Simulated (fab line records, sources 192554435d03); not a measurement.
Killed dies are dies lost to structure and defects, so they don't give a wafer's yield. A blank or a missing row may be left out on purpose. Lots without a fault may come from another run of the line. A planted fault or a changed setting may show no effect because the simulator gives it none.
Chamber matching | flow n5_finfet | N5_BEOL_M11_CURE_71 on uv_cure-02: 3 sister chambers
The step cures SiCOH lowk, time 240 s. 16 wafers are shown with their chamber, then 8 later ones without.

WAFERS WITH THEIR CHAMBER
wafer  | chamber | wafer_temp_C_max | lamp_power_pct (%)
L078.1 | 2       | 386.7            | 52.33
L078.2 | 2       | 386.6            | 52.25
L078.6 | 2       | 386.4            | 52.23
L079.1 | 1       | 386.5            | 52.25
L079.4 | 1       | 386.7            | 52.34
L079.5 | 1       | 386.8            | 52.35
L081.2 | 1       | 387.2            | 52.33
L081.4 | 1       | 386.5            | 52.26
L081.6 | 1       | 386.6            | 52.26
L083.3 | 0       | 386.3            | 52.34
L083.5 | 0       | 386.9            | 52.37
L083.6 | 0       | 386.6            | 52.32
L084.2 | 2       | 386.6            | 52.43
L084.3 | 2       | 387.1            | 52.36
L084.6 | 2       | 387.3            | 52.33
L093.3 | 0       | 386.5            | 52.28

SIGNATURES (means of the wafers above)
reading          | chamber 0 | chamber 1 | chamber 2 | scatter within a chamber
wafer_temp_C_max | 386.575   | 386.717   | 386.783   | 0.294
lamp_power_pct   | 52.3275   | 52.2983   | 52.3217   | 0.0567
Rule: a wafer's distance from a chamber is the root of the sum, over the readings, of the square of ((its reading less the chamber's mean) divided by the reading's scatter). The wafer belongs to the nearest chamber; if the next one is less than 2 further off, it can't be placed. The scatter: the root of (the sum of the squares of (reading less its chamber's mean) over the shown wafers, divided by (wafers less chambers)).

WAFERS WITHOUT THEIR CHAMBER
wafer  | wafer_temp_C_max | lamp_power_pct (%)
L093.5 | 385.9            | 52.37
L093.6 | 386.4            | 52.29
L094.1 | 386.6            | 52.32
L094.3 | 386.3            | 52.27
L094.5 | 386.0            | 52.31
L095.3 | 386.5            | 52.25
L095.4 | 386.4            | 52.37
L095.5 | 386.6            | 52.26

WHICH CHAMBER EACH WENT THROUGH
wafer  | from the rows above          | in truth
L093.5 | can't be placed: 0 or 1 or 2 | 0
L093.6 | can't be placed: 0 or 1 or 2 | 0
L094.1 | can't be placed: 0 or 1 or 2 | 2
L094.3 | can't be placed: 0 or 1 or 2 | 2
L094.5 | can't be placed: 0 or 1 or 2 | 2
L095.3 | can't be placed: 1 or 0 or 2 | 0
L095.4 | can't be placed: 0 or 2 or 1 | 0
L095.5 | can't be placed: 1 or 0 or 2 | 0
Placed correctly: 0 of 8. Can't be placed from these rows: 8 (the true chamber is among the candidates in 8). Placed wrongly: 0.
